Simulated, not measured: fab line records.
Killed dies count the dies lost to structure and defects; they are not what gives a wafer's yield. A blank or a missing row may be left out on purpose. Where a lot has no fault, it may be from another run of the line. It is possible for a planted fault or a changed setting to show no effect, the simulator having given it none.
Split-lot study | flow n5 finfet | 7 lots, 39 wafers read, on a route of 1938 steps

== THE SPLIT ==
At N5_BEOL_M7_ILD_DEP_00 (deposits SiCOH lowk from DEMS/porogen, target thk 179.75 nm, time 33.4 s), the setting target thk a was moved away from the recipe's 1797.5 angstrom on 12 of the 39 wafers read, by -56.1% to +54.4%. This setting was run at the recipe's value on the other wafers.

== FROM THE SPLIT ON TO THE READING: in between, the file shows 1 step ==
- N5_BEOL_M7_CURE_74: cures SiCOH lowk, time 240 s

== THE READING ==
M7_ILD_THK, in nm, at N5_BEOL_M7_THK_MEAS_01. Typical for fault-free wafers on this fab line: 155.4 nm, with standard deviation 1.8 nm.

wafer  | tool, chamber at the split | target thk a as run, angstrom | against the recipe | M7_ILD_THK, nm | against lot-mates on the recipe
L074.1 | pecvd-04, 2                | 789.9                         | -56.1%             | 68.4           | -87.0
L074.2 | pecvd-04, 1                | 1797.5                        | recipe             | 155.5          | -
L074.3 | pecvd-04, 0                | 1797.5                        | recipe             | 154.9          | -
L074.4 | pecvd-04, 2                | 789.9                         | -56.1%             | 68.1           | -87.3
L074.5 | pecvd-04, 1                | 1797.5                        | recipe             | 155.9          | -
L074.6 | pecvd-04, 0                | 789.9                         | -56.1%             | 70.2           | -85.2
L075.1 | pecvd-02, 0                | 1079                          | -40.0%             | 92.9           | -63.3
L075.2 | pecvd-02, 1                | 1079                          | -40.0%             | 91.2           | -65.0
L075.3 | pecvd-02, 2                | 1797.5                        | recipe             | 155.2          | -
L075.4 | pecvd-02, 0                | 1797.5                        | recipe             | 157.1          | -
L075.5 | pecvd-02, 1                | 1797.5                        | recipe             | 156.4          | -
L075.6 | pecvd-02, 0                | 1079                          | -40.0%             | 94.6           | -61.6
L085.1 | pecvd-01, 1                | 1797.5                        | recipe             | 154.5          | -
L085.2 | pecvd-01, 2                | 2591                          | +44.1%             | 222.1          | +65.9
L085.3 | pecvd-01, 0                | 2591                          | +44.1%             | 221.7          | +65.5
L085.4 | pecvd-01, 1                | 1797.5                        | recipe             | 157.7          | -
L085.5 | pecvd-01, 2                | 1797.5                        | recipe             | 156.3          | -
L085.6 | pecvd-01, 0                | 2591                          | +44.1%             | 227.4          | +71.2
L084.1 | pecvd-01, 2                | 1797.5                        | recipe             | 152.4          | -
L084.2 | pecvd-01, 0                | 1797.5                        | recipe             | 153.5          | -
L084.3 | pecvd-01, 1                | 1797.5                        | recipe             | 153.5          | -
L084.4 | pecvd-01, 1                | 1797.5                        | recipe             | 157.0          | -
L084.5 | pecvd-01, 2                | 1797.5                        | recipe             | 155.5          | -
L084.6 | pecvd-01, 0                | 1797.5                        | recipe             | 156.8          | -
L090.1 | pecvd-04, 0                | 1797.5                        | recipe             | 154.9          | -
L090.2 | pecvd-04, 2                | 1797.5                        | recipe             | 155.9          | -
L090.3 | pecvd-04, 1                | 1797.5                        | recipe             | 156.0          | -
L090.4 | pecvd-04, 1                | 1797.5                        | recipe             | 158.8          | -
L090.5 | pecvd-04, 0                | 1797.5                        | recipe             | 158.0          | -
L090.6 | pecvd-04, 2                | 1797.5                        | recipe             | 155.8          | -
L092.1 | pecvd-02, 0                | 2776                          | +54.4%             | 239.8          | +83.7
L092.2 | pecvd-02, 2                | 1797.5                        | recipe             | 156.0          | -
L092.3 | pecvd-02, 1                | 2776                          | +54.4%             | 238.2          | +82.1
L092.4 | pecvd-02, 1                | 1797.5                        | recipe             | 155.9          | -
L092.5 | pecvd-02, 0                | 1797.5                        | recipe             | 156.4          | -
L092.6 | pecvd-02, 2                | 2776                          | +54.4%             | 243.5          | +87.4
L097.1 | pecvd-04, 0                | 1797.5                        | recipe             | 155.4          | -
L097.5 | pecvd-04, 0                | 1797.5                        | recipe             | 160.1          | -
L097.6 | pecvd-04, 2                | 1797.5                        | recipe             | 157.1          | -

THE FIT
A straight line over all 39 wafers: M7_ILD_THK changes by +1.55 nm for each +1% of target thk a; r = +1.00; the points scatter about the line by 1.8 nm.
The same after taking each lot's own level away (the mean of its wafers on the recipe; 39 wafers): +1.55 nm for each +1%; r = +1.00; scatter 1.6 nm.
The reading moves by 87 nm for the largest change in target thk a, on that fit.
The lots' own levels span 154.78 to 157.53 nm, that is 1.5 times the standard deviation above.
The two slopes agree, so the slope changes little with the lot-to-lot level.
Check: for one of the wafers moved furthest among these (-56.1%), held out of the fit, the line's prediction against its lot-mates is -87 nm. It came out at -87 nm against them.

== OTHER SPLITS ON THESE WAFERS ==
Other splits were also applied to these wafers ahead of the reading. Each is held against what the fit with the lots' levels taken away leaves over:
other split on the same wafers    | wafers away from the commonest value | r with M7_ILD_THK (lot level and that fit taken away)
N5_GATE_CUT_DESCUM_18 time s      | 12                                   | -0.05
N5_BEOL_M3_DEP_57 time s          | 18                                   | -0.01
N5_BEOL_M4_HM_DEP_02 target thk a | 18                                   | +0.16

== THE WHOLE CHAIN: every reading that the file lists as answering this split, in the file's order ==
step                   | what it does                                                             | reading                                                                                  | change (the file's fit)              | r (the file's)
N5_BEOL_M7_ILD_DEP_00  | deposits SiCOH lowk from DEMS/porogen, target thk 179.75 nm, time 33.4 s | SiCOH_lowk_of_BEOL_M7_ILD_DEP_00.thk nm (the simulator's own value, which no gauge read) | +1.78 nm for each +1% of the setting | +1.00
N5_BEOL_M7_CURE_74     | cures SiCOH lowk, time 240 s                                             | SiCOH_lowk_of_BEOL_M7_ILD_DEP_00.thk nm (the simulator's own value, which no gauge read) | +1.55 nm for each +1% of the setting | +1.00
N5_BEOL_M7_THK_MEAS_01 |                                                                          | M7_ILD_THK                                                                               | +1.55 for each +1% of the setting    | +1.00

== FILE'S OWN FIT ==
M7_ILD_THK changes by +1.55 nm for each +1% of target thk a, r = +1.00.
